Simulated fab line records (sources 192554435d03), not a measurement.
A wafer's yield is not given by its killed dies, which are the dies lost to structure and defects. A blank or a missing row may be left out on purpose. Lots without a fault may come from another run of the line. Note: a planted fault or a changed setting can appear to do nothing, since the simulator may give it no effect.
fab line records | flow n5Finfet
[record] lots = 11 wafers = 32 lastDay = 18
route steps=1938 shown BEOL_M7@1267 PASSIVATION@1936
lots untouched by any fault: they come from a run of this same line in which no faults occurred
startH: the number of hours between the record's first day and the start of the first shown wafer of the lot | waitH: time in hours since the lot's previous step | " unchanged from the row above | L1.1+2: a single row standing in for several wafers | - no value, or no start was given | * or withheld: withheld | < > ~ a bound
route shown NAME@n: a module of which the file shows steps, and the number in the route of the first | usual: mean/standard deviation taken from wafers without a fault | same: alike in all rows | chamber/n: place in a boat | sites: each site's reading | _std_site: standard deviation across them | _edge_site: the outer-site mean with the inner-site mean subtracted | radiusMm: for every site, how far away it sits from the centre of the wafer | mask NAME#n: copy n | behind: the tool/chamber that last shaped the wafer | hold: the reason the lot was held/the length of the hold in hours/how it ended | device: the n, p or np transistor that did not switch | end of line: the tests these same wafers got at the end of their route | step lacking rows: just its recipe | killed: count of dies lost to structure and defects at first sort (not the wafer's yield) | map: per-die view of a wafer (x killed, . not killed, _ where there is no die)
set.NAME: the setting that was run; set.NAME@STEP: the one run at that earlier step | model.NAME: the simulator's own value behind a step, which no gauge read
one table for each step of the route and one row for each wafer, over a sample of lots
services: from which hour (startH, from the record's first day; less than 0 if before it) a tool's chamber was out of use, for how many hours, and why
[[steps]]
[step N5_BEOL_M7_HM_DEP_02]
[recipe] material = TiN targetThkA = 200 tempC = 25 chamberPressurePa = 0.49996
[usual] throttleValvePct = 30.3/1.2
// columns lot.wafer tool chamber startH waitH throttleValvePct
L783.1 pvdSputter-03 - 212.64 1.1 32.2
L783.3 " - " " 29.0
L783.4 " - " " 29.2
L784.1 pvdSputter-03 - 222.06 0.3 32.4
L784.3 " - " " 28.9
L784.6 " - " " 28.7
L789.1 pvdSputter-01 - 245.24 2.4 28.6
L789.4 " - " " 30.3
L789.5 " - " " 28.3
L793.3 pvdSputter-02 - 257.93 1.3 31.1
L793.5 " - " " 30.4
L793.6 " - " " 30.8
L795.2 pvdSputter-01 - 278.65 0.2 31.6
L795.3 " - " " 32.0
L795.5 " - " " 28.3
L799.3 pvdSputter-02 - 295.95 0.5 30.7
L799.4 " - " " 30.1
L799.6 " - " " 30.9
L800.3 pvdSputter-02 - 315.00 0.7 28.9
L800.4 " - " " 30.7
L800.6 " - " " 31.2
L802.1 pvdSputter-02 - 327.83 0.1 31.0
L802.5 " - " " 30.1
L802.6 " - " " 29.1
L804.5 pvdSputter-02 - 339.07 0.8 29.0
L804.6 " - " " 30.0
L803.2 pvdSputter-02 - 341.48 2.3 30.7
L803.4 " - " " 30.9
L803.6 " - " " 30.3
L805.1 pvdSputter-01 - 345.15 0.2 31.5
L805.2 " - " " 31.8
L805.3 " - " " 28.2
[step N5_BEOL_M7_ETCH_62]
[recipe] chemistry = N2/H2 target = SOC targetDepthA = 1100 overetchA = 220 maskMaterial = SiARC tempC = 40 timeS = 165 ionEnergyEv = 200 pressureMtorr = 30 sourceW = 840 biasW = 150 n2FlowSccm = 200 h2FlowSccm = 200
[usual] drypumpMotorCurrentA = 5.6/0.39 oesProductAu = 0.68/0.065 rfVppV = 524.6/1.9 showerheadPlenumPTorr = 2.57/0.073 throttleValvePct = 17.81/0.27
// columns lot.wafer tool chamber startH waitH drypumpMotorCurrentA oesProductAu rfHoursCounterH rfVppV showerheadPlenumPTorr throttleValvePct
L783.1 rieDiel-02 1 213.20 0.0 4.9 0.84 1 525.0 2.60 17.46
L783.3 " 2 " " 5.6 0.64 171 524.9 2.53 17.55
L783.4 " 3 " " 5.2 0.60 179 526.1 2.65 18.18
L784.1 rieDiel-02 3 222.75 0.0 5.2 0.60 182 526.8 2.65 18.19
L784.3 " 1 " " 4.9 0.82 3 525.7 2.60 17.45
L784.6 " 0 " " 5.3 0.80 - 528.3 2.74 17.61
L789.1 rieDiel-05 3 247.03 0.0 5.6 0.74 37 522.6 2.47 17.40
L789.4 " 2 " " 5.5 0.73 62 524.8 2.59 17.72
L789.5 " 2 " " 5.5 0.72 - 525.1 2.59 17.72
L793.3 rieDiel-04 0 258.96 0.0 5.9 0.63 160 524.0 2.53 17.63
L793.5 " 2 " " 6.4 0.70 - 525.3 2.59 18.06
L793.6 " 1 " " 5.4 0.75 - 521.0 2.48 17.71
L795.2 rieDiel-05 2 279.57 0.0 5.5 0.73 72 524.7 2.59 17.75
L795.3 " 0 " " 6.2 0.61 203 525.1 2.63 18.22
L795.5 " 0 " " 6.2 0.61 - 526.4 2.63 18.22
L799.3 rieDiel-04 3 296.51 0.0 5.7 0.70 71 525.4 2.60 18.03
L799.4 " 0 " " 5.9 0.62 171 523.4 2.52 17.63
L799.6 " 2 " " 6.4 0.70 - 524.9 2.58 18.08
L800.3 rieDiel-04 1 315.81 0.0 5.3 0.73 50 522.1 2.48 17.74
L800.4 " 2 " " 6.4 0.69 89 525.3 2.58 18.10
L800.6 " 2 " " 6.4 0.70 - 524.2 2.58 18.08
L802.1 rieDiel-04 3 328.55 0.0 5.7 0.69 83 523.0 2.60 18.06
L802.5 " 2 " " 6.3 0.70 - 524.6 2.58 18.09
L802.6 " 1 " " 5.4 0.72 - 522.3 2.47 17.73
L804.5 rieDiel-04 0 339.64 0.1 5.9 0.62 - 522.9 2.52 17.67
L804.6 " 3 " " 5.7 0.69 - 526.6 2.59 18.06
L803.2 rieDiel-05 0 342.19 0.0 6.2 0.60 222 525.7 2.62 18.25
L803.4 " 3 " " 5.6 0.71 66 522.3 2.45 17.45
L803.6 " 0 " " 6.2 0.60 - 525.8 2.62 18.26
L805.1 rieDiel-05 2 345.82 0.0 5.5 0.70 91 525.5 2.58 17.78
L805.2 " 0 " " 6.2 0.60 223 527.2 2.62 18.27
L805.3 " 1 " " 5.6 0.60 205 524.3 2.51 17.77
[step N5_BEOL_M7_HM_OPEN_17]
[recipe] chemistry = Cl2/BCl3 targetDepthA = 200 overetchA = 60 target = TiN maskMaterial = SOC ionEnergyEv = 150 pressureMtorr = 10 icpW = 1000 biasW = 126 Cl2_flow_sccm = 53.25 bcl3FlowSccm = 21.75 Ar_flow_sccm = 25
[usual] drypumpMotorCurrentA = 5.8/0.39 oesProductAu = 0.63/0.058 throttleValvePct = 22.26/0.26
// columns lot.wafer tool chamber startH waitH drypumpMotorCurrentA oesProductAu rfHoursCounterH throttleValvePct
L783.1 rieMetal-02 0 213.38 0.0 5.6 0.65 43 22.36
L783.3 " 0 " " 5.6 0.66 - 22.35
L783.4 " 1 " " 5.4 0.60 - 22.09
L784.1 rieMetal-01 1 222.94 0.0 6.1 0.56 96 22.76
L784.3 " 1 " " 6.1 0.57 - 22.74
L784.6 " 0 " " 5.7 0.73 - 21.88
L789.1 rieMetal-02 1 247.22 0.0 5.4 0.58 82 22.12
L789.4 " 0 " " 5.6 0.66 - 22.35
L789.5 " 1 " " 5.4 0.58 - 22.12
L793.3 rieMetal-01 0 259.17 0.1 5.7 0.70 - 21.90
L793.5 " 1 " " 6.1 0.55 - 22.76
L793.6 " 0 " " 5.7 0.70 - 21.93
L795.2 rieMetal-02 1 279.76 0.0 5.4 0.57 85 22.13
L795.3 " 1 " " 5.4 0.57 - 22.12
L795.5 " 0 " " 5.6 0.65 - 22.39
L799.3 rieMetal-02 1 296.72 0.1 5.4 0.57 - 22.14
L799.4 " 0 " " 5.6 0.64 - 22.38
L799.6 " 1 " " 5.3 0.57 - 22.14
L800.3 rieMetal-01 0 316.03 0.1 5.7 0.69 - 21.93
L800.4 " 1 " " 6.1 0.54 - 22.77
L800.6 " 1 " " 6.1 0.54 - 22.77
L802.1 rieMetal-01 0 328.74 0.0 5.7 0.69 30 21.92
L802.5 " 0 " " 5.7 0.69 - 21.91
L802.6 " 1 " " 6.1 0.54 - 22.77
L804.5 rieMetal-02 1 339.82 0.1 5.3 0.58 - 22.12
L804.6 " 0 " " 5.6 0.64 - 22.37
L803.2 rieMetal-01 1 342.37 0.0 6.1 0.54 107 22.78
L803.4 " 1 " " 6.1 0.54 - 22.78
L803.6 " 1 " " 6.1 0.54 - 22.77
L805.1 rieMetal-03 1 346.01 0.0 5.9 0.65 51 22.11
L805.2 " 0 " " 6.7 0.68 37 22.20
L805.3 " 1 " " 5.9 0.65 - 22.10
[step N5_BEOL_M7_STRIP_19]
[recipe] chemistry = O2 powerW = 400 tempC = 40 pressureMtorr = 30 rfFrequencyHz = 6e+07 biasPowerW = 0 overashFraction = 0.2 o2FlowSccm = 225
[usual] chamberPressureMTorr = 30.00/0.035 drypumpMotorCurrentA = 5.5/0.39 oesProductAu = 0.81/0.092 rfVppV = 3.7/0.61 showerheadPlenumPTorr = 2.13/0.05 throttleValvePct = 16.59/0.24
// columns lot.wafer tool chamber startH waitH chamberPressureMTorr drypumpMotorCurrentA oesProductAu rfHoursCounterH rfVppV showerheadPlenumPTorr throttleValvePct
L783.1 rieDiel-02 3 213.49 0.1 30.00 5.2 0.70 180 3.3 2.17 16.91
L783.3 " 2 " " 30.01 5.5 0.74 171 3.6 2.11 16.62
L783.4 " 0 " " 30.00 5.4 0.96 9 2.8 2.23 16.23
L784.1 rieDiel-04 3 223.09 0.1 30.04 5.7 0.86 50 4.5 2.11 16.60
L784.3 " 0 " " 29.97 5.9 0.76 150 3.1 2.12 16.69
L784.6 " 2 " " 29.98 6.4 0.85 - 4.5 2.13 16.72
L789.1 rieDiel-02 3 247.33 0.1 30.03 5.2 0.70 190 4.4 2.17 16.92
L789.4 " 0 " " 20.97 5.4 0.94 20 3.4 2.23 16.27
L789.5 " 3 " " 30.11 5.2 0.71 - 3.7 2.17 16.91
L793.3 rieDiel-02 3 259.30 0.1 30.01 5.2 0.69 194 4.2 2.17 16.92
L793.5 " 1 " " 29.99 4.9 0.93 - 3.2 2.13 16.28
L793.6 " 0 " " 20.95 5.3 0.92 - 4.0 2.22 16.27
L795.2 rieDiel-04 3 279.93 0.1 30.00 5.7 0.82 67 4.3 2.10 16.62
L795.3 " 1 " " 30.08 5.4 0.88 40 3.8 2.03 16.40
L795.5 " 2 " " 30.00 6.3 0.82 - 3.9 2.12 16.74
L799.3 rieDiel-05 3 297.09 0.3 30.04 5.6 0.85 54 3.0 2.06 16.59
L799.4 " 2 " " 29.98 5.5 0.85 77 4.3 2.14 16.70
L799.6 " 0 " " 29.93 6.2 0.71 - 3.5 2.15 16.95
L800.3 rieDiel-02 1 316.14 0.1 30.03 4.9 0.90 33 3.5 2.12 16.31
L800.4 " 0 " " 29.99 5.4 0.89 41 3.9 2.22 16.29
L800.6 " 3 " " 30.06 5.2 0.68 - 4.9 2.16 16.95
L802.1 rieDiel-05 0 328.98 0.2 30.01 6.2 0.70 219 3.6 2.15 16.97
L802.5 " 1 " " 29.97 5.6 0.72 - 3.2 2.10 16.80
L802.6 " 2 " " 29.98 5.5 0.84 - 3.7 2.14 16.72
L804.5 rieDiel-02 2 339.89 0.0 30.00 5.6 0.71 - 4.7 2.09 16.66
L804.6 " 1 " " 30.02 4.9 0.89 - 3.1 2.12 16.35
L803.2 rieDiel-02 3 342.49 0.1 30.02 5.2 0.68 218 2.9 2.16 16.98
L803.4 " 0 " " 29.98 5.3 0.89 45 3.4 2.22 16.30
L803.6 " 3 " " 30.02 5.1 0.68 - 3.9 2.16 16.96
L805.1 rieDiel-04 0 346.12 0.1 29.94 5.9 0.73 186 4.1 2.11 16.76
L805.2 " 3 " " 29.93 5.7 0.82 87 3.1 2.10 16.66
L805.3 " 1 " " 29.97 5.4 0.84 59 4.8 2.02 16.41
[step N5_PASSIVATION_PROBE_49]
[usual] defectLimitedYield = 91.4/1.5 killed_at_M0_to_M3 = 34/10 killed_at_M4_up = 15/6 killedAtContacts = 12/6 killedAtFrontEnd = 37/11 killedAtOther = 3.3/2.8 killedDies = 101/18 killedOpen = 66/14 killedShort = 33/7.8 sort_bin_5_function = 5.0/0.97 sort_bin_6_memory = 3.2/0.72 sortNPass = 1079/18 sortYieldPct = 91.4/1.5
[same] grossDies = 1180 killedAtBackSide = 0 sort_bin_4_leakage[%] = 0 sort_bin_8_speed[%] = 0
// columns lot.wafer tool chamber startH waitH defectLimitedYield[%] killed_at_M0_to_M3 killed_at_M4_up killedAtContacts killedAtFrontEnd killedAtOther killedDies killedOpen killedShort sort_bin_5_function[%] sort_bin_6_memory[%] sortNPass sortYieldPct[%]
L783.1 prober-02 - 302.29 0.0 91.4 32 8 19 40 2 101 64 36 4.9 3.4 1079 91.4
L783.3 prober-02 - 302.39 0.1 90.7 25 18 22 38 7 110 68 33 5.2 3.5 1070 90.7
L783.4 prober-02 - 302.44 0.2 91.4 23 10 15 47 6 101 62 38 4.6 3.6 1079 91.4
L784.1 prober-01 - 303.00 0.0 92.1 39 9 10 33 2 93 55 36 4.6 3.0 1087 92.1
L784.3 prober-01 - 303.10 0.1 91.9 41 13 6 31 4 95 69 25 4.3 3.1 1085 91.9
L784.6 prober-01 - 303.25 0.3 92.2 28 6 7 45 6 92 58 34 4.7 2.9 1088 92.2
L789.1 prober-02 - 330.86 0.0 91.4 27 23 16 35 1 102 76 23 4.6 3.9 1078 91.4
L789.4 prober-02 - 331.01 0.2 92.2 32 13 18 24 5 92 71 20 4.4 3.1 1088 92.2
L789.5 prober-02 - 331.06 0.2 92.5 33 12 18 25 1 89 66 22 4.5 2.7 1091 92.5
L793.3 prober-01 - 348.02 0.1 90.8 31 22 9 44 2 108 72 35 5.7 3.1 1072 90.8
L793.5 prober-01 - 348.12 0.2 88.6 36 22 10 65 2 135 92 38 6.6 3.9 1045 88.6
L793.6 prober-01 - 348.17 0.3 89.4 49 26 8 42 0 125 87 37 6.1 4.3 1055 89.4
L795.2 prober-01 - 363.90 0.1 94.2 18 15 13 23 0 69 48 21 3.3 2.4 1111 94.2
L795.3 prober-01 - 363.95 0.1 87.8 43 22 27 52 0 144 110 34 7.3 4.7 1036 87.8
L795.5 prober-01 - 364.05 0.2 92.5 20 10 10 48 1 89 57 30 4.8 2.5 1091 92.5
L799.3 prober-02 - 387.74 0.1 93.7 17 12 7 37 1 74 45 29 3.7 2.4 1106 93.7
L799.4 prober-02 - 387.79 0.2 92.0 22 20 16 31 5 94 59 31 4.7 3.1 1086 92.0
L799.6 prober-02 - 387.89 0.3 90.3 21 17 20 55 1 114 76 33 6.1 3.5 1066 90.3
L800.3 prober-01 - 400.76 0.1 93.2 20 5 14 40 1 80 47 24 3.8 1.9 1100 93.2
L800.4 prober-01 - 400.81 0.2 89.8 54 9 19 38 0 120 84 35 4.8 5.0 1060 89.8
L800.6 prober-01 - 400.91 0.3 89.6 35 16 27 43 2 123 76 40 5.5 4.0 1057 89.6
L802.1 prober-02 - 411.45 0.0 91.8 26 11 10 47 3 97 54 37 4.7 2.5 1083 91.8
L802.5 prober-02 - 411.65 0.2 91.9 19 16 9 51 1 96 61 31 4.4 3.6 1084 91.9
L802.6 prober-02 - 411.70 0.3 91.8 34 12 13 38 0 97 63 31 4.7 3.3 1083 91.8
L803.2 prober-02 - 418.00 0.1 90.7 38 23 7 32 10 110 76 34 5.3 3.7 1070 90.7
L803.4 prober-02 - 418.10 0.2 92.6 41 12 4 28 2 87 47 40 4.2 3.0 1093 92.6
L803.6 prober-02 - 418.20 0.3 93.2 29 10 8 28 5 80 53 27 4.1 2.3 1100 93.2
L804.5 prober-02 - 425.70 0.2 91.5 36 12 7 34 11 100 62 36 4.6 3.4 1080 91.5
L804.6 prober-02 - 425.75 0.3 92.7 17 10 9 47 3 86 51 26 4.0 2.8 1094 92.7
L805.1 prober-01 - 429.95 0.0 88.8 41 18 18 49 6 132 97 30 6.5 4.5 1048 88.8
L805.2 prober-01 - 430.00 0.1 88.2 23 33 20 59 4 139 107 31 7.7 4.0 1041 88.2
L805.3 prober-01 - 430.05 0.1 91.9 24 28 6 32 5 95 69 24 5.2 2.6 1085 91.9
// killed by level:class
L783.1 MOL_CONTACT_COAG:geometricParticle:open=12 BEOL_M0_SAQP:geometricParticle:short=9 FIN_SAQP:geometricParticle:open=8 STI_FIN_REVEAL:geometricParticle:open=7 MOL_CONTACT_COAG:geometricParticle:short=7 BEOL_M0_SAQP:geometricParticle:open=6 SPACER0:geometricParticle:open=5 BEOL_M2:geometricParticle:open=4
L783.3 MOL_CONTACT_COAG:geometricParticle:open=18 FIN_SAQP:geometricParticle:open=9 BEOL_M3:geometricParticle:open=6 BEOL_M0_SAQP:geometricParticle:short=5 HKMG_FIN:areaEtch=5 FIN_SAQP:geometricParticle:short=4 STI_FIN_REVEAL:geometricParticle:open=4 DUMMY_GATE:geometricParticle:open=4
L783.4 MOL_CONTACT_COAG:geometricParticle:open=14 FIN_SAQP:geometricParticle:open=8 STI_FIN_REVEAL:geometricParticle:open=8 FIN_SAQP:geometricParticle:short=7 GATE_CUT:geometricParticle:short=6 BEOL_M0_SAQP:geometricParticle:short=6 SPACER0:geometricParticle:short=5 BEOL_M4:geometricParticle:open=5
L784.1 BEOL_M0_SAQP:geometricParticle:short=10 MOL_CONTACT_COAG:geometricParticle:open=9 ILD0:geometricParticle:short=8 BEOL_M0_SAQP:geometricParticle:open=6 ILD0:geometricParticle:open=5 BEOL_M1:geometricParticle:short=5 BEOL_M3:geometricParticle:open=5 BEOL_M1:geometricParticle:open=4
L784.3 BEOL_M0_SAQP:geometricParticle:open=13 BEOL_M1:geometricParticle:open=10 FIN_SAQP:geometricParticle:open=8 BEOL_M4:geometricParticle:open=6 BEOL_M6:geometricParticle:open=5 FIN_SAQP:geometricParticle:short=4 DUMMY_GATE:geometricParticle:open=4 BEOL_M0_SAQP:geometricParticle:short=4
L784.6 BEOL_M0_SAQP:geometricParticle:open=10 FIN_SAQP:geometricParticle:short=8 FIN_SAQP:geometricParticle:open=7 MOL_CONTACT_COAG:geometricParticle:open=6 STI_FIN_REVEAL:geometricParticle:open=5 GATE_CUT:geometricParticle:short=5 GATE_CUT:geometricParticle:open=5 BEOL_M0_SAQP:geometricParticle:short=5
L789.1 MOL_CONTACT_COAG:geometricParticle:open=15 DUMMY_GATE:geometricParticle:open=10 BEOL_M4:geometricParticle:open=10 GATE_CUT:geometricParticle:short=5 BEOL_M0_SAQP:geometricParticle:short=5 BEOL_M2:geometricParticle:open=5 FIN_SAQP:geometricParticle:open=4 BEOL_M0_SAQP:geometricParticle:open=4
L789.4 MOL_CONTACT_COAG:geometricParticle:open=16 BEOL_M1:geometricParticle:open=7 BEOL_M2:geometricParticle:open=7 STI_FIN_REVEAL:geometricParticle:open=6 BEOL_M0_SAQP:geometricParticle:short=6 BEOL_M4:geometricParticle:open=6 FIN_SAQP:geometricParticle:open=5 BEOL_M0_SAQP:geometricParticle:open=5
L789.5 MOL_CONTACT_COAG:geometricParticle:open=16 BEOL_M1:geometricParticle:open=8 BEOL_M0_SAQP:geometricParticle:open=7 BEOL_M4:geometricParticle:open=5 BEOL_M3:geometricParticle:open=5 GATE_CUT:geometricParticle:open=4 GATE_CUT:geometricParticle:short=4 BEOL_M0_SAQP:geometricParticle:short=4
L793.3 FIN_SAQP:geometricParticle:open=20 BEOL_M4:geometricParticle:open=12 FIN_SAQP:geometricParticle:short=8 MOL_CONTACT_COAG:geometricParticle:open=8 BEOL_M0_SAQP:geometricParticle:short=8 BEOL_M3:geometricParticle:open=6 BEOL_M0_SAQP:geometricParticle:open=5 BEOL_M4:geometricParticle:short=5
L793.5 FIN_SAQP:geometricParticle:open=18 BEOL_M4:geometricParticle:open=16 STI_FIN_REVEAL:geometricParticle:open=13 FIN_SAQP:geometricParticle:short=12 BEOL_M3:geometricParticle:open=11 MOL_CONTACT_COAG:geometricParticle:open=8 BEOL_M0_SAQP:geometricParticle:short=8 BEOL_M0_SAQP:geometricParticle:open=5
L793.6 BEOL_M4:geometricParticle:open=19 BEOL_M3:geometricParticle:open=13 FIN_SAQP:geometricParticle:open=9 STI_FIN_REVEAL:geometricParticle:open=9 BEOL_M0_SAQP:geometricParticle:short=9 MOL_CONTACT_COAG:geometricParticle:open=8 BEOL_M2:geometricParticle:open=7 BEOL_M0_SAQP:geometricParticle:open=7
L795.2 MOL_CONTACT_COAG:geometricParticle:open=10 BEOL_M4:geometricParticle:open=7 STI_FIN_REVEAL:geometricParticle:open=5 STARTING-WAFER:geometricParticle:short=5 DUMMY_GATE:geometricParticle:open=4 BEOL_M2:geometricParticle:open=4 STARTING-WAFER:geometricParticle:open=4 MOL_CONTACT_COAG:geometricParticle:short=3
L795.3 MOL_CONTACT_COAG:geometricParticle:open=25 STI_FIN_REVEAL:geometricParticle:open=16 FIN_SAQP:geometricParticle:open=13 BEOL_M2:geometricParticle:open=10 FIN_SAQP:geometricParticle:short=9 BEOL_M3:geometricParticle:open=9 BEOL_M0_SAQP:geometricParticle:short=8 BEOL_M4:geometricParticle:open=7
L795.5 STI_FIN_REVEAL:geometricParticle:open=16 MOL_CONTACT_COAG:geometricParticle:open=8 STARTING-WAFER:geometricParticle:short=7 FIN_SAQP:geometricParticle:open=6 BEOL_M3:geometricParticle:open=6 BEOL_M2:geometricParticle:open=5 FIN_SAQP:geometricParticle:short=4 GATE_CUT:geometricParticle:open=4
L799.3 STI_FIN_REVEAL:geometricParticle:open=9 STI_FIN_REVEAL:geometricParticle:short=6 BEOL_M4:geometricParticle:open=6 BEOL_M1:geometricParticle:open=5 MOL_CONTACT_COAG:geometricParticle:open=5 GATE_CUT:geometricParticle:short=4 BEOL_M2:geometricParticle:short=4 STARTING-WAFER:geometricParticle:open=4
L799.4 MOL_CONTACT_COAG:geometricParticle:open=13 STI_FIN_REVEAL:geometricParticle:open=11 BEOL_M4:geometricParticle:open=8 BEOL_M0_SAQP:geometricParticle:open=6 GATE_CUT:geometricParticle:short=5 BEOL_M2:geometricParticle:open=4 BEOL_M3:geometricParticle:open=4 MOL_CONTACT_COAG:geometricParticle:short=3
L799.6 STI_FIN_REVEAL:geometricParticle:open=21 MOL_CONTACT_COAG:geometricParticle:open=15 BEOL_M2:geometricParticle:open=7 BEOL_M1:geometricParticle:open=6 STI_FIN_REVEAL:geometricParticle:short=5 GATE_CUT:geometricParticle:short=5 MOL_CONTACT_COAG:geometricParticle:short=5 BEOL_M4:geometricParticle:open=5
L800.3 MOL_CONTACT_COAG:geometricParticle:open=12 HKMG_FIN:areaEtch=9 FIN_SAQP:geometricParticle:open=7 BEOL_M2:geometricParticle:open=6 FIN_SAQP:geometricParticle:short=5 ILD0:geometricParticle:open=5 BEOL_M0_SAQP:geometricParticle:open=4 BEOL_M1:geometricParticle:open=4
L800.4 MOL_CONTACT_COAG:geometricParticle:open=13 BEOL_M3:geometricParticle:open=13 FIN_SAQP:geometricParticle:short=10 BEOL_M2:geometricParticle:open=9 FIN_SAQP:geometricParticle:open=8 BEOL_M0_SAQP:geometricParticle:short=8 BEOL_M1:geometricParticle:open=7 MOL_CONTACT_COAG:geometricParticle:short=6
L800.6 MOL_CONTACT_COAG:geometricParticle:open=18 FIN_SAQP:geometricParticle:open=11 MOL_CONTACT_COAG:geometricParticle:short=9 FIN_SAQP:geometricParticle:short=8 BEOL_M1:geometricParticle:open=7 BEOL_M0_SAQP:geometricParticle:short=7 HKMG_FIN:areaEtch=7 BEOL_M2:geometricParticle:open=6
L802.1 BEOL_M2:geometricParticle:open=9 DUMMY_GATE:geometricParticle:open=8 FIN_SAQP:geometricParticle:short=7 STI_FIN_REVEAL:geometricParticle:short=7 MOL_CONTACT_COAG:geometricParticle:open=7 GATE_CUT:geometricParticle:open=6 STI_FIN_REVEAL:geometricParticle:open=6 HKMG_FIN:areaEtch=5
L802.5 FIN_SAQP:geometricParticle:short=16 BEOL_M2:geometricParticle:open=11 FIN_SAQP:geometricParticle:open=6 GATE_CUT:geometricParticle:short=6 DUMMY_GATE:geometricParticle:open=6 MOL_CONTACT_COAG:geometricParticle:open=6 BEOL_M4:geometricParticle:open=5 BEOL_M6:geometricParticle:open=5
L802.6 MOL_CONTACT_COAG:geometricParticle:open=12 STI_FIN_REVEAL:geometricParticle:open=10 BEOL_M0_SAQP:geometricParticle:short=8 BEOL_M2:geometricParticle:open=8 STARTING-WAFER:geometricParticle:short=6 FIN_SAQP:geometricParticle:open=5 DUMMY_GATE:geometricParticle:open=5 BEOL_M4:geometricParticle:open=5
L803.2 BEOL_M1:geometricParticle:open=11 BEOL_M4:geometricParticle:open=11 FIN_SAQP:geometricParticle:open=10 FIN_SAQP:geometricParticle:short=6 BEOL_M3:geometricParticle:open=6 MOL_CONTACT_COAG:geometricParticle:open=6 BEOL_M2:geometricParticle:open=6 BEOL_M0_SAQP:geometricParticle:short=5
L803.4 BEOL_M0_SAQP:geometricParticle:short=18 BEOL_M0_SAQP:geometricParticle:open=17 FIN_SAQP:geometricParticle:open=8 GATE_CUT:geometricParticle:short=6 MOL_CONTACT_COAG:geometricParticle:open=4 BEOL_M4:geometricParticle:short=4 STARTING-WAFER:geometricParticle:short=4 DUMMY_GATE:geometricParticle:open=3
L803.6 FIN_SAQP:geometricParticle:open=7 MOL_CONTACT_COAG:geometricParticle:open=7 BEOL_M0_SAQP:geometricParticle:open=7 BEOL_M2:geometricParticle:open=7 BEOL_M0_SAQP:geometricParticle:short=6 FIN_SAQP:geometricParticle:short=5 DUMMY_GATE:geometricParticle:open=4 STI_FIN_REVEAL:geometricParticle:open=3
L804.5 FIN_SAQP:geometricParticle:open=8 BEOL_M1:geometricParticle:open=8 FIN_SAQP:geometricParticle:short=7 BEOL_M4:geometricParticle:open=7 BEOL_M0_SAQP:geometricParticle:short=6 BEOL_M3:geometricParticle:open=6 MOL_CONTACT_COAG:geometricParticle:open=5 BEOL_M0_SAQP:geometricParticle:open=5
L804.6 FIN_SAQP:geometricParticle:open=10 FIN_SAQP:geometricParticle:short=7 STI_FIN_REVEAL:geometricParticle:open=7 MOL_CONTACT_COAG:geometricParticle:open=7 BEOL_M0_SAQP:geometricParticle:short=6 BEOL_M0_SAQP:geometricParticle:open=6 DUMMY_GATE:geometricParticle:open=5 HKMG_FIN:areaEtch=5
L805.1 BEOL_M2:geometricParticle:open=15 MOL_CONTACT_COAG:geometricParticle:open=15 FIN_SAQP:geometricParticle:open=14 FIN_SAQP:geometricParticle:short=10 STI_FIN_REVEAL:geometricParticle:open=9 BEOL_M1:geometricParticle:open=8 STARTING-WAFER:geometricParticle:open=7 BEOL_M4:geometricParticle:open=5
L805.2 BEOL_M4:geometricParticle:open=19 MOL_CONTACT_COAG:geometricParticle:open=19 GATE_CUT:geometricParticle:open=12 FIN_SAQP:geometricParticle:open=10 FIN_SAQP:geometricParticle:short=8 STI_FIN_REVEAL:geometricParticle:open=8 GATE_CUT:geometricParticle:short=6 BEOL_M2:geometricParticle:open=6
L805.3 BEOL_M4:geometricParticle:open=18 BEOL_M2:geometricParticle:open=8 FIN_SAQP:geometricParticle:open=7 BEOL_M3:geometricParticle:open=7 BEOL_M4:geometricParticle:short=5 FIN_SAQP:geometricParticle:short=4 MOL_CONTACT_COAG:geometricParticle:open=4 STI_FIN_REVEAL:geometricParticle:open=3
[[services]]
// columns tool chamber startH hours kind
rieDiel-02 1 189.27 - clean
rieDiel-02 1 189.27 - consumableReplace:focusRing
rieDiel-02 1 189.27 21.8 scheduledDown
rieDiel-02 1 189.27 21.8 ventCycle
rieDiel-02 0 190.78 2.9 repair
rieDiel-02 3 201.95 4.0 repair
rieDiel-05 3 210.20 15.3 repair
rieMetal-02 1 228.40 16.7 repair
rieDiel-02 3 264.08 11.4 repair
rieDiel-02 - 271.71 2.8 pm
rieMetal-02 1 285.23 5.5 repair
rieDiel-02 - 300.28 4.0 repair
rieMetal-03 - 310.55 1.4 pm
rieDiel-02 0 322.58 9.6 repair
rieDiel-04 1 330.34 2.0 repair
pvdSputter-03 - 332.92 11.1 repair
rieDiel-02 - 337.47 0.7 repair
[[key]]
[firstSign] step = N5_BEOL_M7_STRIP_19 reading = chamberPressureMTorr direction = down sigmas = 99+ usual = * struck = *
effect none on later readings
metAt N5_BEOL_M7_STRIP_19
struckLots L789,L793
struckWafers L789.4,L793.6
notActingAt N5_BEOL_M7_HM_DEP_02,N5_BEOL_M7_ETCH_62,N5_BEOL_M7_HM_OPEN_17
onsetBetween 213.49 247.33
[fault] kind = processParameterDrift tool = rieDiel-02 chamber = 0 onsetH = 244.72 steps = N5_BEOL_M7_STRIP_19 channel = pressureMtorr offset = * shape = step endH = 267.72 actsIn = * stated = *
